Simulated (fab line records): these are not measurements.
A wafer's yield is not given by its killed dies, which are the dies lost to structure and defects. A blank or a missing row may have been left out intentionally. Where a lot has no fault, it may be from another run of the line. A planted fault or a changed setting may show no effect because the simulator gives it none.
Which tool is to blame? | flow n5Finfet | 8 lots, 24 wafers sampled, at 7 steps of a route of 1938

WHAT THE GAUGES SHOWED, per wafer
N5_MOL_CONTACT_COAG_CD_MEAS_40: target cd 25.1 nm. Usual: 25.02 nm for cdNm, sd 0.25.
lot  | measured     | on       | cdNm (nm)         | flag
L348 | day 8 09:05  | cdSem-02 | 25.10 24.96 24.79 | 
L347 | day 8 10:06  | cdSem-02 | 24.65 24.77 24.98 | 
L349 | day 8 20:24  | cdSem-02 | 24.64 24.81 24.76 | 
L351 | day 9 03:44  | cdSem-02 | 24.64 24.71 24.74 | 
L354 | day 10 00:42 | cdSem-03 | 25.08 25.42 24.92 | 
L355 | day 10 07:05 | cdSem-02 | 25.52 25.11 25.55 | 
L356 | day 10 11:55 | cdSem-02 | 24.73 24.97 24.73 | 
L357 | day 10 14:29 | cdSem-01 | 24.90 25.22 24.43 | 

N5_MOL_CONTACT_COAG_CD_MEAS_101: target cd 16 nm. Usual: 15.9 nm for cdNm, sd 0.38.
lot  | measured     | on       | cdNm (nm)      | flag
L348 | day 8 10:19  | cdSem-01 | - - -          | OFF
L347 | day 8 11:10  | cdSem-01 | - - -          | OFF
L349 | day 8 22:50  | cdSem-02 | - - -          | OFF
L351 | day 9 05:13  | cdSem-01 | 16.0 15.8 16.1 | 
L354 | day 10 01:39 | cdSem-02 | 16.1 16.0 15.2 | 
L355 | day 10 08:05 | cdSem-02 | 16.6 15.8 16.1 | 
L356 | day 10 12:52 | cdSem-01 | 16.0 16.3 15.7 | 
L357 | day 10 15:26 | cdSem-03 | 16.5 15.7 15.4 | 

N5_BEOL_M4_RC_MEAS_101. Usual: DIBL_N 36.9 mV/V, standard deviation 1.6; DIBL_P 37.1 mV/V, standard deviation 2; IOFF_N 0.17 nA/um, standard deviation 0.032; IOFF_P 0.22 nA/um, standard deviation 0.036; ION_N 674 uA/um, standard deviation 12; ION_P 463 uA/um, standard deviation 7.8; SS_N 71.7 mV/dec, standard deviation 0.63; SS_P 73.5 mV/dec, standard deviation 0.62; VT_N 249 mV, standard deviation 3.3; VT_P -250 mV, standard deviation 3.5.
lot  | measured     | on        | DIBL_N (mV/V)  | DIBL_P (mV/V)  | IOFF_N (nA/um) | IOFF_P (nA/um) | ION_N (uA/um) | ION_P (uA/um) | SS_N (mV/dec)  | SS_P (mV/dec)  | VT_N (mV)   | VT_P (mV)      | flag
L351 | day 12 11:32 | prober-01 | 36.4 36.5 36.6 | 39.1 37.9 37.2 | 0.17 0.18 0.16 | 0.25 0.23 0.21 | 680 679 676   | 473 461 460   | 72.1 71.7 71.1 | 74.0 74.3 74.2 | 253 249 254 | -248 -249 -254 | 
L354 | day 12 16:58 | prober-01 | 36.1 41.5 36.2 | 33.3 40.4 33.7 | 0.14 0.26 0.14 | 0.20 0.34 0.20 | 668 700 674   | 458 481 465   | 70.9 71.9 71.4 | 72.6 74.8 72.5 | 251 243 251 | -249 -241 -247 | 
L355 | day 13 10:24 | prober-02 | 38.9 36.9 35.1 | 36.3 34.8 33.3 | 0.19 0.15 0.13 | 0.25 0.23 0.20 | 672 674 666   | 465 463 462   | 73.1 71.7 71.1 | 74.1 74.1 73.0 | 250 251 253 | -247 -249 -250 | 
L356 | day 13 12:01 | prober-01 | 36.6 37.0 37.5 | 38.6 40.2 40.7 | 0.18 0.19 0.20 | 0.22 0.25 0.27 | 679 675 683   | 459 459 468   | 72.4 72.4 72.8 | 73.8 74.0 74.1 | 250 248 246 | -249 -252 -247 | 
L357 | day 13 14:08 | prober-01 | 36.7 35.1 38.2 | 34.9 32.2 36.6 | 0.18 0.14 0.19 | 0.25 0.20 0.27 | 682 667 673   | 472 464 466   | 71.2 71.7 72.0 | 73.7 72.9 73.8 | 246 253 248 | -246 -249 -245 | 

TOOL THAT RAN EACH LOT (tool first, then ch and the chambers of the sampled wafers, then the start)
lot  | N5_MOL_CONTACT_COAG_ETCH_47       | N5_MOL_CONTACT_COAG_VIA_ETCH_117  | N5_MOL_CONTACT_COAG_ETCH_124      | N5_MOL_CONTACT_COAG_STRIP_49
L348 | rieDiel-03 ch 1,2, day 8 08:32    | rieDiel-01 ch 0,1,3, day 8 09:58  | rieDiel-01 ch 0,1,3, day 8 09:59  | plasmaAsher-02 ch 0,1, day 8 10:10
L347 | rieDiel-01 ch 0,3, day 8 09:33    | rieDiel-05 ch 0,1, day 8 10:48    | rieDiel-05 ch 0,1, day 8 10:50    | plasmaAsher-01 ch 0,1, day 8 11:01
L349 | rieDiel-03 ch 0,1,2, day 8 19:44  | rieDiel-05 ch 0,1,2, day 8 22:29  | rieDiel-05 ch 0,1,2, day 8 22:31  | plasmaAsher-01 ch 0,1, day 8 22:42
L351 | rieDiel-03 ch 0,3, day 9 03:11    | rieDiel-01 ch 0,1,3, day 9 04:51  | rieDiel-01 ch 0,1,3, day 9 04:53  | plasmaAsher-01 ch 0,1, day 9 05:04
L354 | rieDiel-03 ch 1,3, day 10 00:02   | rieDiel-05 ch 0,3, day 10 01:18   | rieDiel-05 ch 0,3, day 10 01:20   | plasmaAsher-01 ch 0,1, day 10 01:31
L355 | rieDiel-05 ch 0,1,3, day 10 06:32 | rieDiel-01 ch 0,1,2, day 10 07:41 | rieDiel-01 ch 0,1,2, day 10 07:42 | plasmaAsher-01 ch 0,1, day 10 07:53
L356 | rieDiel-03 ch 1,2,3, day 10 11:20 | rieDiel-01 ch 0,2,3, day 10 12:31 | rieDiel-01 ch 0,2,3, day 10 12:32 | plasmaAsher-01 ch 0,1, day 10 12:43
L357 | rieDiel-01 ch 0,2,3, day 10 13:56 | rieDiel-05 ch 0,1,3, day 10 15:04 | rieDiel-05 ch 0,1,3, day 10 15:06 | plasmaAsher-01 ch 0,1, day 10 15:17
- N5_MOL_CONTACT_COAG_ETCH_47: etches SiNx in CH3F/O2, stops on W, target depth 27 nm.
- N5_MOL_CONTACT_COAG_VIA_ETCH_117: etches SiO2 in C4F6/O2, target depth 40 nm, overetch 8 nm, time 26 s.
- N5_MOL_CONTACT_COAG_ETCH_124: etches SiNx in CH3F/O2, stops on SiOC, target depth 6.5 nm.
- N5_MOL_CONTACT_COAG_STRIP_49: strips in N2/H2, time 30 s.

WHAT THE TOOLS THEMSELVES READ (means of the sampled wafers that have a number; where no wafer has one, the mark that the record gives instead)
N5_MOL_CONTACT_COAG_ETCH_47. Usual: CH3F_flow_sccm 30.00 sccm, standard deviation 0.09; O2_flow_sccm 20.00 sccm, standard deviation 0.065; drypumpMotorCurrentA 5.6 A, standard deviation 0.35; etchRfOnTimeS 31.3 s, standard deviation 0.66; oes_f_703_au 0.76 a.u., standard deviation 0.07; oesProductAu 0.68 a.u., standard deviation 0.064; rfFwdPowerW 386.2 W, standard deviation 1.9; rfVppV 299 V, standard deviation 7; showerheadPlenumPTorr 2.01 Torr, standard deviation 0.06; throttleValvePct 16.33 %, standard deviation 0.27.
lot  | tool       | CH3F_flow_sccm (sccm) | O2_flow_sccm (sccm) | drypumpMotorCurrentA (A) | etchRfOnTimeS (s) | oes_f_703_au (a.u.) | oesProductAu (a.u.) | rfFwdPowerW (W) | rfVppV (V) | showerheadPlenumPTorr (Torr) | throttleValvePct (%) | flag
L348 | rieDiel-03 | 30.06                 | 20.05               | 5.2                      | 31.4              | 0.77                | 0.69                | 384.4           | 299        | 2.00                         | 16.19                | 
L347 | rieDiel-01 | 29.95                 | 20.03               | 5.7                      | 31.6              | 0.79                | 0.69                | 386.2           | 291        | 1.98                         | 16.55                | 
L349 | rieDiel-03 | 30.04                 | 20.03               | 5.5                      | 31.6              | 0.76                | 0.69                | 385.5           | 302        | 2.03                         | 16.20                | 
L351 | rieDiel-03 | 29.95                 | 19.99               | 5.7                      | 31.2              | 0.79                | 0.70                | 385.2           | 292        | 1.97                         | 16.01                | 
L354 | rieDiel-03 | 29.96                 | 19.95               | 5.7                      | 30.8              | 0.82                | 0.73                | 384.3           | 297        | 1.98                         | 16.07                | 
L355 | rieDiel-05 | 30.02                 | 19.93               | 5.8                      | 30.8              | 0.80                | 0.73                | 386.5           | 305        | 2.09                         | 16.43                | 
L356 | rieDiel-03 | 29.94                 | 19.97               | 5.5                      | 31.0              | 0.78                | 0.70                | 384.7           | 296        | 1.97                         | 16.11                | 
L357 | rieDiel-01 | 30.03                 | 19.98               | 5.7                      | 30.8              | 0.86                | 0.75                | 387.7           | 292        | 1.97                         | 16.43                | 

N5_MOL_CONTACT_COAG_VIA_ETCH_117. Usual: C4F6_flow_sccm 10.00 sccm, standard deviation 0.032; O2_flow_sccm 10.00 sccm, standard deviation 0.033; drypumpMotorCurrentA 5.6 A, standard deviation 0.36; oes_f_703_au 0.77 a.u., standard deviation 0.08; oesProductAu 0.70 a.u., standard deviation 0.065; rfFwdPowerW 320.3 W, standard deviation 1.4; rfVppV 1593 V, standard deviation 35; showerheadPlenumPTorr 2.85 Torr, standard deviation 0.08; throttleValvePct 41.0 %, standard deviation 0.42.
lot  | tool       | C4F6_flow_sccm (sccm) | O2_flow_sccm (sccm) | drypumpMotorCurrentA (A) | oes_f_703_au (a.u.) | oesProductAu (a.u.) | rfFwdPowerW (W) | rfVppV (V) | showerheadPlenumPTorr (Torr) | throttleValvePct (%) | flag
L348 | rieDiel-01 | -                     | -                   | -                        | -                   | -                   | -               | -          | -                            | -                    | OFF
L347 | rieDiel-05 | -                     | -                   | -                        | -                   | -                   | -               | -          | -                            | -                    | OFF
L349 | rieDiel-05 | -                     | -                   | -                        | -                   | -                   | -               | -          | -                            | -                    | OFF
L351 | rieDiel-01 | 9.99                  | 9.99                | 5.7                      | 0.78                | 0.69                | 320.7           | 1571       | 2.81                         | 41.0                 | 
L354 | rieDiel-05 | 9.98                  | 10.00               | 6.1                      | 0.90                | 0.79                | 321.2           | 1625       | 3.01                         | 41.6                 | 
L355 | rieDiel-01 | 9.98                  | 9.98                | 5.8                      | 0.86                | 0.76                | 322.0           | 1575       | 2.79                         | 40.9                 | 
L356 | rieDiel-01 | 9.98                  | 9.96                | 5.7                      | 0.86                | 0.75                | 321.4           | 1558       | 2.80                         | 41.2                 | 
L357 | rieDiel-05 | 9.98                  | 10.01               | 5.8                      | 0.80                | 0.72                | 320.9           | 1630       | 2.96                         | 41.4                 | 

N5_MOL_CONTACT_COAG_ETCH_124. Usual: CH3F_flow_sccm 30.01 sccm, standard deviation 0.083; O2_flow_sccm 20.02 sccm, standard deviation 0.061; drypumpMotorCurrentA 5.6 A, standard deviation 0.36; oes_f_703_au 0.77 a.u., standard deviation 0.081; oesProductAu 0.66 a.u., standard deviation 0.064; rfFwdPowerW 391.1 W, standard deviation 1.6; rfVppV 299 V, standard deviation 7; showerheadPlenumPTorr 2.01 Torr, standard deviation 0.059; throttleValvePct 16.28 %, standard deviation 0.27.
lot  | tool       | CH3F_flow_sccm (sccm) | O2_flow_sccm (sccm) | drypumpMotorCurrentA (A) | oes_f_703_au (a.u.) | oesProductAu (a.u.) | rfFwdPowerW (W) | rfVppV (V) | showerheadPlenumPTorr (Torr) | throttleValvePct (%) | flag
L348 | rieDiel-01 | 30.09                 | 20.07               | 5.8                      | 0.78                | 0.29                | 391.2           | 294        | 1.98                         | 16.31                | OFF
L347 | rieDiel-05 | 30.05                 | 19.95               | 5.5                      | 0.74                | 0.29                | 391.2           | 305        | 2.07                         | 16.51                | OFF
L349 | rieDiel-05 | 29.98                 | 20.01               | 5.4                      | 0.72                | 0.28                | 390.9           | 306        | 2.06                         | 16.52                | OFF
L351 | rieDiel-01 | 30.00                 | 19.99               | 5.7                      | 0.78                | 0.65                | 392.5           | 294        | 1.98                         | 16.31                | 
L354 | rieDiel-05 | 30.01                 | 20.04               | 6.1                      | 0.90                | 0.77                | 391.7           | 305        | 2.13                         | 16.34                | 
L355 | rieDiel-01 | 29.96                 | 20.04               | 5.8                      | 0.86                | 0.72                | 391.5           | 295        | 1.96                         | 16.17                | 
L356 | rieDiel-01 | 30.01                 | 19.99               | 5.7                      | 0.86                | 0.71                | 393.2           | 292        | 1.97                         | 16.40                | 
L357 | rieDiel-05 | 29.94                 | 19.97               | 5.9                      | 0.80                | 0.69                | 392.5           | 306        | 2.09                         | 16.40                | 

N5_MOL_CONTACT_COAG_STRIP_49. Usual: drypumpMotorCurrentA 6.2 A, standard deviation 0.36; heaterPowerW 333 W, standard deviation 30.
lot  | tool           | drypumpMotorCurrentA (A) | heaterPowerW (W) | flag
L348 | plasmaAsher-02 | 6.2                      | 355              | 
L347 | plasmaAsher-01 | 6.4                      | 308              | 
L349 | plasmaAsher-01 | 6.3                      | 302              | 
L351 | plasmaAsher-01 | 6.4                      | 310              | 
L354 | plasmaAsher-01 | 6.3                      | 324              | 
L355 | plasmaAsher-01 | 6.3                      | 322              | 
L356 | plasmaAsher-01 | 6.4                      | 305              | 
L357 | plasmaAsher-01 | 6.4                      | 302              | 

THE ANSWER, worked out from the rows above alone
Rule: a lot is off if the mean of its wafers that have a number lies more than 3 standard deviations from the usual mean. A lot without any number at a reading at which 4 lots or more have one is off too. Where the step has rows for the other lots, those lots are counted as sound. First the gauges in route order, then the tools' own readings, where a lot's mean is used as printed above. At the first step where some lot is off, the reading lying furthest off is the one used; lots without a number count as furthest.
Off: L348, L347, L349 (N5_MOL_CONTACT_COAG_CD_MEAS_101, cdNm). Without a number there: L348, L347, L349.
If a tool, at a process step before that reading, ran all the lots that are off and no sound lot after the first of them, it fits. The gauges at N5_MOL_CONTACT_COAG_CD_MEAS_101 aren't tried: what is off there is off at N5_MOL_CONTACT_COAG_VIA_ETCH_117 too, on other tools, and a gauge's error can't cause that. None of those tried fits.

WHAT HAD BEEN PUT IN BY THE SIMULATOR
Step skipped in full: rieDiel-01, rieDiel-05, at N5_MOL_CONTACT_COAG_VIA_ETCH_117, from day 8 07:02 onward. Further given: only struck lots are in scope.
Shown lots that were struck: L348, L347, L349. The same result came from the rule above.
